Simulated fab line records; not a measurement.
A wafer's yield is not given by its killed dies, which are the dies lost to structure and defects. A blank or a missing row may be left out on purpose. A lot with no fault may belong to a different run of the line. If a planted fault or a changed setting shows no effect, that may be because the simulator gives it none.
fab line records -- flow n5_finfet -- part 1 of 2: steps 1 to 4 of 6
record lots=21, wafers=63, last_day=18
route steps=1938 shown BEOL_M4@1043
lots untouched by any fault: they come from a run of this same line in which no faults occurred
start_h: start of the lot's first displayed wafer, in hours after the record's first day -- wait_h: hours since the lot's step before -- " the same as in the row above -- L1.1+2: several wafers, shown together as one row -- - no value, or no start was given -- * or withheld: withheld -- < > ~ a bound
route shown NAME@n: names a module that has steps shown in the file, with the first one's number in the route -- usual: average and standard deviation across the fault-free wafers -- same: alike in all rows -- chamber/n: place in a boat -- sites: readings site by site -- _std_site: standard deviation across them -- _edge_site: inner sites' mean taken away from outer sites' mean -- radius_mm: for every site, how far away it sits from the centre of the wafer -- mask NAME#n: copy n -- behind: tool/chamber where the wafer was last shaped -- hold: why the lot was held/for how many hours/how that ended -- device: the transistor (n, p or np) that didn't switch -- end of line: the tests these same wafers got at the end of their route -- for a step that has no rows: nothing shown but its recipe -- killed: count of dies lost to structure and defects at first sort (not the wafer's yield) -- map: a wafer's dies, x killed, . not, _ none there
set.NAME: the setting the step ran with; set.NAME@STEP: the setting that earlier step ran with -- model.NAME: the simulator's own value behind a step, which no gauge read
one table for each step of the route and one row for each wafer, over a sample of lots
services: a tool's chamber out of use, with start hour (start_h, from the record's first day; less than 0 if before it), hours out, and reason
## steps
# step N5_BEOL_M4_STRIP_66
# recipe chemistry=CF4, resist=SiARC, power_w=300, bias_power_w=75, pressure_mtorr=50, cf4_flow_sccm=150, rf_frequency_hz=6e+07
# usual cf4_flow_sccm=150.0/0.44, drypump_motor_current_A=5.7/0.43, oes_product_au=0.79/0.093, rf_vpp_V=270.7/1.7, showerhead_plenum_p_Torr=1.77/0.068, throttle_valve_pct=13.45/0.3
lot.wafer,tool,chamber,start_h,wait_h,cf4_flow_sccm,drypump_motor_current_A,oes_product_au,rf_hours_counter_h,rf_vpp_V,showerhead_plenum_p_Torr,throttle_valve_pct
L076.1,rie_diel-04,2,162.84,0.0,149.9,5.8,0.73,172,271.9,1.85,13.70
L076.4,rie_diel-04,0,162.84,0.0,149.5,5.6,0.68,234,268.1,1.70,13.54
L076.5,rie_diel-04,3,162.84,0.0,150.6,5.3,0.88,-,269.9,1.73,13.04
L077.1,rie_diel-05,1,178.28,0.0,150.6,6.1,0.85,45,270.5,1.75,13.16
L077.4,rie_diel-05,0,178.28,0.0,149.8,5.7,0.68,-,270.1,1.70,13.84
L077.6,rie_diel-05,1,178.28,0.0,150.5,6.1,0.84,-,270.6,1.75,13.14
L078.1,rie_diel-05,1,179.63,0.0,149.6,6.1,0.84,46,271.0,1.75,13.15
L078.5,rie_diel-05,1,179.63,0.0,149.3,6.0,0.84,-,271.5,1.75,13.16
L078.6,rie_diel-05,2,179.63,0.0,150.3,5.1,0.70,-,273.4,1.87,13.61
L080.1,rie_diel-04,0,192.15,0.0,150.3,5.6,0.68,245,268.6,1.70,13.57
L080.3,rie_diel-04,2,192.15,0.0,149.8,5.8,0.72,183,272.0,1.84,13.72
L080.6,rie_diel-04,0,192.15,0.0,150.1,5.6,0.68,-,270.0,1.70,13.58
L081.1,rie_diel-06,3,206.70,0.0,150.5,6.5,0.84,63,271.6,1.73,13.34
L081.2,rie_diel-06,1,206.70,0.0,149.9,6.0,0.68,247,270.2,1.77,14.07
L081.5,rie_diel-06,2,206.70,0.0,150.1,5.4,0.70,-,268.6,1.70,13.78
L082.3,rie_diel-06,2,206.97,0.0,149.9,5.4,0.70,207,268.5,1.70,13.77
L082.4,rie_diel-06,1,206.97,0.0,150.1,6.0,0.67,-,269.8,1.77,14.07
L082.6,rie_diel-06,2,206.97,0.0,150.7,5.5,0.70,-,270.3,1.70,13.77
L083.2,rie_diel-06,3,209.36,0.0,149.6,6.4,0.83,65,270.1,1.73,13.34
L083.4,rie_diel-06,1,209.36,0.0,150.9,6.0,0.67,-,270.5,1.77,14.08
L083.6,rie_diel-06,2,209.36,0.0,149.8,5.5,0.70,-,268.9,1.70,13.75
L084.2,rie_diel-05,1,212.89,0.0,150.1,6.0,0.84,-,269.4,1.74,13.19
L084.3,rie_diel-05,1,212.89,0.0,150.2,6.0,0.82,-,271.1,1.74,13.18
L084.4,rie_diel-05,1,212.89,0.0,150.3,6.0,0.83,-,271.2,1.74,13.19
L086.2,rie_diel-05,1,223.07,0.0,149.5,6.1,0.82,62,271.4,1.74,13.20
L086.3,rie_diel-05,2,223.07,0.0,149.7,5.1,0.70,227,270.8,1.86,13.67
L086.5,rie_diel-05,1,223.07,0.0,150.1,6.0,0.82,-,269.9,1.74,13.20
L087.1,rie_diel-05,0,231.64,0.0,151.0,5.7,0.93,4,272.3,1.90,13.28
L087.4,rie_diel-05,1,231.64,0.0,149.9,6.0,0.82,-,269.4,1.74,13.19
L087.5,rie_diel-05,2,231.64,0.0,149.9,5.1,0.70,-,272.3,1.86,13.67
L085.1,rie_diel-05,1,235.54,0.0,150.2,6.0,0.82,67,271.2,1.74,13.22
L085.2,rie_diel-05,3,235.54,0.0,149.6,5.6,0.98,2,269.3,1.77,13.34
L085.5,rie_diel-05,1,235.54,0.0,150.4,6.0,0.82,-,270.2,1.74,13.21
L088.2,rie_diel-04,2,236.91,0.0,150.0,5.7,0.71,203,271.6,1.84,13.75
L088.4,rie_diel-04,1,236.91,0.0,149.8,5.2,0.69,210,270.6,1.73,13.52
L088.5,rie_diel-04,3,236.91,0.0,150.0,5.3,0.83,-,269.7,1.73,13.11
L089.1,rie_diel-04,1,248.47,0.0,150.0,5.2,0.70,214,269.0,1.72,13.52
L089.5,rie_diel-04,0,248.47,0.0,150.1,5.6,0.94,-,273.1,1.90,13.06
L089.6,rie_diel-04,3,248.47,0.0,149.8,5.4,0.83,-,270.4,1.72,13.12
L090.3,rie_diel-04,2,249.22,0.0,150.6,5.8,0.69,208,272.5,1.84,13.77
L090.4,rie_diel-04,0,249.22,0.0,150.3,5.6,0.94,10,274.0,1.90,13.07
L090.6,rie_diel-04,0,249.22,0.0,149.7,5.6,0.94,-,271.1,1.90,13.06
L091.1,rie_diel-06,1,257.36,0.0,150.6,6.0,0.94,5,270.0,1.77,13.50
L091.5,rie_diel-06,0,257.36,0.0,149.6,6.6,0.93,-,269.0,1.78,13.50
L091.6,rie_diel-06,3,257.36,0.0,150.1,6.5,0.82,-,269.2,1.72,13.39
L093.1,rie_diel-04,3,272.08,0.0,149.9,5.3,0.82,71,271.6,1.72,13.13
L093.4,rie_diel-04,1,272.08,0.0,150.0,5.2,0.69,222,267.5,1.72,13.54
L093.6,rie_diel-04,0,272.08,0.0,149.4,5.6,0.91,-,274.0,1.90,13.09
L094.2,rie_diel-06,1,283.33,0.0,150.6,6.0,0.92,12,269.6,1.77,13.52
L094.4,rie_diel-06,2,283.33,0.0,149.5,5.4,0.68,238,268.7,1.69,13.85
L094.5,rie_diel-06,0,283.33,0.0,151.0,6.6,0.91,-,269.6,1.78,13.51
L092.1,rie_diel-06,0,284.41,0.0,150.2,6.6,0.91,19,270.5,1.78,13.50
L092.3,rie_diel-06,3,284.41,0.0,149.9,6.5,0.81,93,269.2,1.72,13.41
L092.4,rie_diel-06,2,284.41,0.0,150.2,5.5,0.68,238,269.3,1.69,13.84
L095.3,rie_diel-04,0,292.19,0.0,150.0,5.6,0.89,25,274.2,1.89,13.08
L095.5,rie_diel-04,0,292.19,0.0,150.9,5.7,0.90,-,273.7,1.90,13.10
L095.6,rie_diel-04,1,292.19,0.0,149.7,5.2,0.68,-,269.5,1.72,13.54
L096.1,rie_diel-05,1,305.34,0.0,149.8,6.0,0.78,93,270.6,1.73,13.24
L096.4,rie_diel-05,1,305.34,0.0,149.4,6.1,0.79,-,270.8,1.73,13.26
L096.5,rie_diel-05,0,305.34,0.0,149.8,5.7,0.87,-,275.4,1.89,13.35
L097.1,rie_diel-04,3,313.09,0.0,150.1,5.4,0.81,84,268.4,1.72,13.17
L097.5,rie_diel-04,3,313.09,0.0,150.1,5.3,0.81,-,270.2,1.72,13.16
L097.6,rie_diel-04,1,313.09,0.0,149.7,5.2,0.68,-,269.4,1.72,13.54
# step N5_BEOL_M4_ETCH_69
# recipe chemistry=CF4, target=SiARC, target_depth_a=156, mask_material=CAR-EUV, time_s=26, ion_energy_ev=80, pressure_mtorr=40, source_w=545, bias_w=36, Ar_flow_sccm=100, cf4_flow_sccm=100, ends=cleared
# usual cf4_flow_sccm=100.0/0.32, drypump_motor_current_A=5.7/0.42, etch_rf_on_time_s=25.9/0.7, oes_product_au=0.69/0.089, rf_vpp_V=183.8/1.2, showerhead_plenum_p_Torr=2.12/0.083, throttle_valve_pct=15.49/0.24
lot.wafer,tool,chamber,start_h,wait_h,cf4_flow_sccm,drypump_motor_current_A,etch_rf_on_time_s,oes_product_au,rf_hours_counter_h,rf_vpp_V,showerhead_plenum_p_Torr,throttle_valve_pct
L076.1,rie_diel-04,3,163.69,0.0,100.1,5.3,25.4,0.77,27,183.3,2.09,15.14
L076.4,rie_diel-04,1,163.69,0.0,100.1,5.2,26.5,0.61,182,183.9,2.05,15.36
L076.5,rie_diel-04,0,163.69,0.0,100.1,5.6,26.2,0.59,-,182.7,2.04,15.58
L077.1,rie_diel-04,2,179.23,0.0,100.3,5.8,26.5,0.62,178,185.8,2.21,15.72
L077.4,rie_diel-04,1,179.23,0.0,99.9,5.2,26.7,0.60,187,182.6,2.05,15.37
L077.6,rie_diel-04,2,179.23,0.0,100.0,5.8,26.6,0.61,-,184.5,2.21,15.71
L078.1,rie_diel-05,1,180.36,0.0,100.4,6.1,25.1,0.74,46,183.5,2.10,15.25
L078.5,rie_diel-05,2,180.36,0.0,100.4,5.1,26.4,0.61,-,186.4,2.23,15.64
L078.6,rie_diel-05,0,180.36,0.0,100.1,5.7,25.9,0.59,-,183.0,2.03,15.88
L080.1,rie_diel-04,3,192.94,0.0,100.1,5.4,25.4,0.75,38,184.0,2.09,15.16
L080.3,rie_diel-04,2,192.94,0.0,100.3,5.8,26.1,0.62,183,185.9,2.20,15.73
L080.6,rie_diel-04,1,192.94,0.0,100.2,5.3,26.6,0.61,-,183.4,2.05,15.38
L081.1,rie_diel-06,1,207.68,0.0,100.4,6.0,24.9,0.59,247,184.3,2.10,16.01
L081.2,rie_diel-06,3,207.68,0.0,100.1,6.5,24.1,0.75,64,184.4,2.06,15.34
L081.5,rie_diel-06,1,207.68,0.0,100.4,6.0,25.0,0.60,-,184.1,2.10,16.01
L082.3,rie_diel-04,3,207.79,0.0,100.1,5.4,25.6,0.75,44,182.8,2.09,15.17
L082.4,rie_diel-04,2,207.79,0.0,99.1,5.8,26.3,0.61,-,185.2,2.20,15.73
L082.6,rie_diel-04,1,207.79,0.0,100.2,5.2,26.7,0.60,-,183.1,2.05,15.41
L083.2,rie_diel-05,1,210.71,0.1,100.3,6.0,25.3,0.74,-,182.9,2.09,15.26
L083.4,rie_diel-05,1,210.71,0.1,99.9,6.1,25.3,0.73,-,183.8,2.09,15.27
L083.6,rie_diel-05,1,210.71,0.1,99.8,6.1,25.3,0.72,-,182.7,2.09,15.28
L084.2,rie_diel-06,2,214.64,0.0,99.5,5.4,26.7,0.59,212,182.3,2.02,15.74
L084.3,rie_diel-06,1,214.64,0.0,99.8,6.0,25.2,0.59,-,182.7,2.10,16.02
L084.4,rie_diel-06,2,214.64,0.0,99.6,5.4,26.8,0.59,-,183.4,2.02,15.72
L086.2,rie_diel-04,3,223.91,0.0,99.7,5.4,25.8,0.73,53,183.2,2.08,15.18
L086.3,rie_diel-04,2,223.91,0.0,99.3,5.8,26.8,0.60,198,184.0,2.20,15.76
L086.5,rie_diel-04,3,223.91,0.0,99.9,5.4,26.2,0.73,-,182.9,2.08,15.18
L087.1,rie_diel-06,0,232.91,0.0,99.5,6.6,25.9,0.84,1,183.1,2.12,15.52
L087.4,rie_diel-06,3,232.91,0.0,99.9,6.5,24.5,0.74,-,182.7,2.05,15.39
L087.5,rie_diel-06,0,232.91,0.0,100.3,6.6,25.8,0.84,-,184.8,2.12,15.53
L085.1,rie_diel-06,2,236.50,0.0,100.3,5.4,26.7,0.58,222,182.9,2.02,15.74
L085.2,rie_diel-06,0,236.50,0.0,100.2,6.6,25.8,0.82,3,184.4,2.12,15.53
L085.5,rie_diel-06,3,236.50,0.0,100.1,6.5,24.3,0.74,-,183.8,2.05,15.37
L088.2,rie_diel-04,2,238.10,0.0,100.0,5.8,26.4,0.60,203,184.7,2.20,15.77
L088.4,rie_diel-04,0,238.10,0.0,100.6,5.6,26.2,0.82,6,185.2,2.28,15.15
L088.5,rie_diel-04,1,238.10,0.0,99.9,5.2,26.7,0.59,-,183.1,2.04,15.42
L089.1,rie_diel-06,3,249.28,0.0,100.4,6.5,24.2,0.74,82,183.3,2.05,15.39
L089.5,rie_diel-06,3,249.28,0.0,100.2,6.4,24.3,0.74,-,183.9,2.05,15.39
L089.6,rie_diel-06,0,249.28,0.0,99.7,6.7,25.6,0.81,-,182.6,2.12,15.55
L090.3,rie_diel-05,0,250.04,0.0,100.5,5.7,25.6,0.79,11,185.9,2.28,15.36
L090.4,rie_diel-05,1,250.04,0.0,99.9,6.1,25.6,0.71,73,183.8,2.09,15.30
L090.6,rie_diel-05,0,250.04,0.0,99.8,5.7,25.7,0.78,-,186.7,2.28,15.37
L091.1,rie_diel-04,1,258.47,0.0,100.2,5.2,26.7,0.59,217,182.5,2.04,15.44
L091.5,rie_diel-04,3,258.47,0.0,100.1,5.4,25.6,0.72,-,183.8,2.08,15.23
L091.6,rie_diel-04,2,258.47,0.0,100.1,5.8,26.2,0.61,-,184.7,2.19,15.80
L093.1,rie_diel-06,0,273.01,0.0,100.2,6.6,26.0,0.78,17,183.4,2.12,15.57
L093.4,rie_diel-06,2,273.01,0.0,100.4,5.5,26.7,0.58,237,182.1,2.01,15.78
L093.6,rie_diel-06,0,273.01,0.0,100.1,6.6,25.9,0.79,-,182.6,2.12,15.55
L094.2,rie_diel-05,3,284.17,0.0,100.8,5.6,26.3,0.79,18,184.7,2.11,15.49
L094.4,rie_diel-05,0,284.17,0.0,99.6,5.7,25.7,0.76,22,185.1,2.27,15.40
L094.5,rie_diel-05,1,284.17,0.0,99.4,6.1,25.4,0.70,-,182.9,2.08,15.31
L092.1,rie_diel-04,1,285.26,0.0,99.8,5.2,26.8,0.58,225,183.0,2.04,15.45
L092.3,rie_diel-04,3,285.26,0.0,99.6,5.4,25.5,0.72,74,184.9,2.08,15.24
L092.4,rie_diel-04,2,285.26,0.0,99.7,5.8,26.4,0.60,219,184.1,2.19,15.81
L095.3,rie_diel-05,1,293.18,0.0,100.0,6.1,25.5,0.69,87,183.3,2.08,15.32
L095.5,rie_diel-05,3,293.18,0.0,100.0,5.6,26.0,0.79,-,183.5,2.11,15.48
L095.6,rie_diel-05,0,293.18,0.0,100.0,5.8,25.5,0.76,-,184.2,2.27,15.41
L096.1,rie_diel-05,0,306.05,0.0,100.1,5.8,25.9,0.75,31,184.4,2.27,15.41
L096.4,rie_diel-05,1,306.05,0.0,100.1,6.0,25.6,0.68,-,183.6,2.08,15.34
L096.5,rie_diel-05,3,306.05,0.0,100.0,5.6,26.1,0.78,-,183.8,2.11,15.50
L097.1,rie_diel-05,0,314.04,0.0,100.0,5.7,26.0,0.74,35,186.9,2.27,15.42
L097.5,rie_diel-05,3,314.04,0.0,99.9,5.6,26.1,0.77,-,181.1,2.11,15.51
L097.6,rie_diel-05,2,314.04,0.0,100.2,5.1,26.6,0.84,-,184.1,2.22,15.21
# step N5_BEOL_M4_ETCH_41
# recipe chemistry=CH3F/O2, target=SiCN, target_depth_a=299, taper_deg=2, time_s=52.5, ion_energy_ev=120, mask_material=TiN, pressure_mtorr=30, source_w=395, bias_w=75, Ar_flow_sccm=150, CH3F_flow_sccm=30, O2_flow_sccm=20
# usual CH3F_flow_sccm=30.00/0.087, drypump_motor_current_A=5.8/0.46, oes_product_au=0.80/0.1, rf_vpp_V=296.8/1.6, showerhead_plenum_p_Torr=1.97/0.075, throttle_valve_pct=16.22/0.22
lot.wafer,tool,chamber,start_h,wait_h,CH3F_flow_sccm,drypump_motor_current_A,oes_product_au,rf_hours_counter_h,rf_vpp_V,showerhead_plenum_p_Torr,throttle_valve_pct
L076.1,rie_diel-06,3,-,-,30.03,6.5,0.88,52,295.1,1.92,16.02
L076.4,rie_diel-06,0,-,-,29.89,6.6,0.69,241,295.7,1.98,16.69
L076.5,rie_diel-06,3,-,-,30.00,6.5,0.88,-,295.7,1.92,16.01
L077.1,rie_diel-04,2,-,-,29.94,5.8,0.73,178,298.6,2.06,16.42
L077.4,rie_diel-04,1,-,-,30.12,5.2,0.71,187,294.9,1.90,16.00
L077.6,rie_diel-04,3,-,-,30.08,5.3,0.89,-,295.8,1.97,15.93
L078.1,rie_diel-04,2,-,-,30.00,5.8,0.71,179,298.0,2.06,16.42
L078.5,rie_diel-04,2,-,-,29.96,5.8,0.72,-,298.6,2.06,16.42
L078.6,rie_diel-04,3,-,-,30.09,5.3,0.88,-,296.0,1.97,15.93
L080.1,rie_diel-05,0,-,-,30.14,5.7,0.67,253,295.7,1.90,16.65
L080.3,rie_diel-05,2,-,-,29.84,5.1,0.71,218,299.8,2.08,16.31
L080.6,rie_diel-05,2,-,-,29.89,5.1,0.69,-,298.6,2.08,16.33
L081.1,rie_diel-05,3,-,-,29.95,5.6,0.66,259,298.4,1.98,16.65
L081.2,rie_diel-05,1,-,-,30.04,6.1,0.84,54,297.2,1.96,16.04
L081.5,rie_diel-05,1,-,-,30.07,6.1,0.84,-,295.1,1.96,16.06
L082.3,rie_diel-05,1,-,-,30.11,6.0,0.86,-,296.8,1.96,16.06
L082.4,rie_diel-05,3,-,-,30.02,5.6,0.66,-,295.6,1.98,16.66
L082.6,rie_diel-05,3,-,-,30.05,5.6,0.66,-,296.7,1.98,16.67
L083.2,rie_diel-05,1,-,-,30.08,6.1,0.85,-,294.9,1.96,16.06
L083.4,rie_diel-05,1,-,-,30.02,6.0,0.84,-,296.8,1.96,16.06
L083.6,rie_diel-05,1,-,-,30.05,6.0,0.84,-,295.6,1.96,16.05
L084.2,rie_diel-04,1,-,-,30.06,5.2,0.69,201,294.7,1.89,15.99
L084.3,rie_diel-04,2,-,-,30.05,5.8,0.71,194,298.8,2.06,16.46
L084.4,rie_diel-04,2,-,-,29.93,5.8,0.71,-,298.2,2.06,16.45
L086.2,rie_diel-06,0,-,-,30.07,6.6,0.97,0,297.0,1.97,16.19
L086.3,rie_diel-06,2,-,-,30.08,5.5,0.69,219,295.6,1.87,16.39
L086.5,rie_diel-06,0,-,-,29.99,6.6,0.98,-,297.7,1.97,16.17
L087.1,rie_diel-05,2,-,-,29.95,5.1,0.69,231,299.5,2.07,16.34
L087.4,rie_diel-05,1,-,-,29.87,6.0,0.83,67,296.9,1.96,16.08
L087.5,rie_diel-05,0,-,-,30.04,5.8,0.95,-,299.2,2.15,16.14
L085.1,rie_diel-06,2,-,-,29.96,5.4,0.70,223,296.1,1.87,16.41
L085.2,rie_diel-06,0,-,-,30.09,6.7,0.95,4,296.9,1.97,16.20
L085.5,rie_diel-06,0,-,-,30.01,6.6,0.96,-,297.1,1.97,16.20
L088.2,rie_diel-06,0,-,-,30.04,6.6,0.96,5,297.7,1.97,16.18
L088.4,rie_diel-06,3,-,-,29.97,6.4,0.83,-,296.4,1.91,16.07
L088.5,rie_diel-06,0,-,-,30.14,6.6,0.95,-,296.9,1.97,16.18
L089.1,rie_diel-04,2,-,-,30.06,5.8,0.70,213,298.4,2.05,16.49
L089.5,rie_diel-04,0,-,-,29.91,5.6,0.92,-,299.7,2.15,15.95
L089.6,rie_diel-04,3,-,-,30.11,5.3,0.84,-,297.1,1.96,16.01
L090.3,rie_diel-05,0,-,-,29.93,5.7,0.91,16,300.2,2.14,16.16
L090.4,rie_diel-05,1,-,-,30.11,6.1,0.83,77,295.6,1.96,16.10
L090.6,rie_diel-05,2,-,-,30.07,5.1,0.68,-,299.1,2.07,16.38
L091.1,rie_diel-06,0,-,-,30.02,6.7,0.91,17,296.8,1.97,16.23
L091.5,rie_diel-06,1,-,-,30.06,6.0,0.96,-,296.9,1.94,16.17
L091.6,rie_diel-06,2,-,-,30.12,5.5,0.67,-,296.3,1.87,16.41
L093.1,rie_diel-04,1,-,-,29.97,5.2,0.67,225,295.5,1.89,16.05
L093.4,rie_diel-04,3,-,-,29.99,5.3,0.83,74,296.7,1.95,16.03
L093.6,rie_diel-04,2,-,-,30.12,5.8,0.69,-,299.9,2.05,16.50
L094.2,rie_diel-05,0,-,-,29.86,5.7,0.88,25,298.8,2.14,16.18
L094.4,rie_diel-05,0,-,-,29.83,5.7,0.90,-,300.8,2.14,16.17
L094.5,rie_diel-05,3,-,-,29.95,5.6,0.91,-,297.1,1.97,16.26
L092.1,rie_diel-06,2,-,-,29.96,5.4,0.67,242,294.8,1.87,16.42
L092.3,rie_diel-06,0,-,-,29.98,6.6,0.91,22,295.5,1.97,16.23
L092.4,rie_diel-06,3,-,-,29.91,6.4,0.83,96,295.2,1.91,16.10
L095.3,rie_diel-06,0,-,-,29.85,6.6,0.89,25,297.1,1.97,16.23
L095.5,rie_diel-06,1,-,-,30.04,6.0,0.93,-,296.7,1.94,16.17
L095.6,rie_diel-06,0,-,-,29.83,6.6,0.89,-,296.1,1.97,16.24
L096.1,rie_diel-04,3,-,-,30.09,5.3,0.82,85,295.6,1.95,16.05
L096.4,rie_diel-04,1,-,-,29.95,5.2,0.67,-,294.0,1.88,16.08
L096.5,rie_diel-04,3,-,-,30.11,5.4,0.82,-,296.5,1.95,16.05
L097.1,rie_diel-04,2,-,-,29.86,5.8,0.69,228,298.2,2.05,16.51
L097.5,rie_diel-04,0,-,-,30.02,5.6,0.88,-,300.4,2.14,15.99
L097.6,rie_diel-04,3,-,-,30.02,5.3,0.81,-,297.4,1.95,16.06
# step N5_BEOL_M4_PRE_CLEAN_45
# recipe gas=H2/He, time_s=30, temp_c=250
# usual heater_power_w=325/28
lot.wafer,tool,chamber,start_h,wait_h,heater_power_w
L076.1,pvd_sputter-02,-,176.66,0.0,354
L076.4,pvd_sputter-02,-,176.66,0.0,325
L076.5,pvd_sputter-02,-,176.66,0.0,354
L077.1,pvd_sputter-01,-,182.30,0.0,334
L077.4,pvd_sputter-01,-,182.30,0.0,350
L077.6,pvd_sputter-01,-,182.30,0.0,276
L078.1,pvd_sputter-01,-,183.14,0.0,330
L078.5,pvd_sputter-01,-,183.14,0.0,283
L078.6,pvd_sputter-01,-,183.14,0.0,333
L080.1,pvd_sputter-03,-,196.06,0.0,299
L080.3,pvd_sputter-03,-,196.06,0.0,357
L080.6,pvd_sputter-03,-,196.06,0.0,353
L081.1,pvd_sputter-02,-,209.13,0.0,329
L081.2,pvd_sputter-02,-,209.13,0.0,392
L081.5,pvd_sputter-02,-,209.13,0.0,330
L082.3,pvd_sputter-01,-,211.69,0.0,335
L082.4,pvd_sputter-01,-,211.69,0.0,277
L082.6,pvd_sputter-01,-,211.69,0.0,295
L083.2,pvd_sputter-01,-,214.68,0.0,290
L083.4,pvd_sputter-01,-,214.68,0.0,347
L083.6,pvd_sputter-01,-,214.68,0.0,342
L084.2,pvd_sputter-01,-,216.43,0.0,333
L084.3,pvd_sputter-01,-,216.43,0.0,350
L084.4,pvd_sputter-01,-,216.43,0.0,281
L086.2,pvd_sputter-03,-,231.87,0.0,305
L086.3,pvd_sputter-03,-,231.87,0.0,351
L086.5,pvd_sputter-03,-,231.87,0.0,357
L087.1,pvd_sputter-03,-,235.91,0.0,312
L087.4,pvd_sputter-03,-,235.91,0.0,304
L087.5,pvd_sputter-03,-,235.91,0.0,314
L085.1,pvd_sputter-01,-,238.49,0.0,277
L085.2,pvd_sputter-01,-,238.49,0.0,329
L085.5,pvd_sputter-01,-,238.49,0.0,336
L088.2,pvd_sputter-01,-,239.03,0.0,336
L088.4,pvd_sputter-01,-,239.03,0.0,349
L088.5,pvd_sputter-01,-,239.03,0.0,280
L089.1,pvd_sputter-03,-,262.78,0.0,315
L089.5,pvd_sputter-03,-,262.78,0.0,360
L089.6,pvd_sputter-03,-,262.78,0.0,312
L090.3,pvd_sputter-01,-,266.28,0.0,266
L090.4,pvd_sputter-01,-,266.28,0.0,327
L090.6,pvd_sputter-01,-,266.28,0.0,282
L091.1,pvd_sputter-01,-,272.26,0.0,293
L091.5,pvd_sputter-01,-,272.26,0.0,278
L091.6,pvd_sputter-01,-,272.26,0.0,340
L093.1,pvd_sputter-03,-,284.49,0.0,359
L093.4,pvd_sputter-03,-,284.49,0.0,342
L093.6,pvd_sputter-03,-,284.49,0.0,343
L094.2,pvd_sputter-02,-,292.46,0.0,383
L094.4,pvd_sputter-02,-,292.46,0.0,334
L094.5,pvd_sputter-02,-,292.46,0.0,374
L092.1,pvd_sputter-01,-,292.51,0.0,299
L092.3,pvd_sputter-01,-,292.51,0.0,334
L092.4,pvd_sputter-01,-,292.51,0.0,349
L095.3,pvd_sputter-02,-,301.72,0.0,325
L095.5,pvd_sputter-02,-,301.72,0.0,344
L095.6,pvd_sputter-02,-,301.72,0.0,330
L096.1,pvd_sputter-02,-,314.80,0.0,334
L096.4,pvd_sputter-02,-,314.80,0.0,323
L096.5,pvd_sputter-02,-,314.80,0.0,340
L097.1,pvd_sputter-03,-,321.63,0.0,344
L097.5,pvd_sputter-03,-,321.63,0.0,341
L097.6,pvd_sputter-03,-,321.63,0.0,360
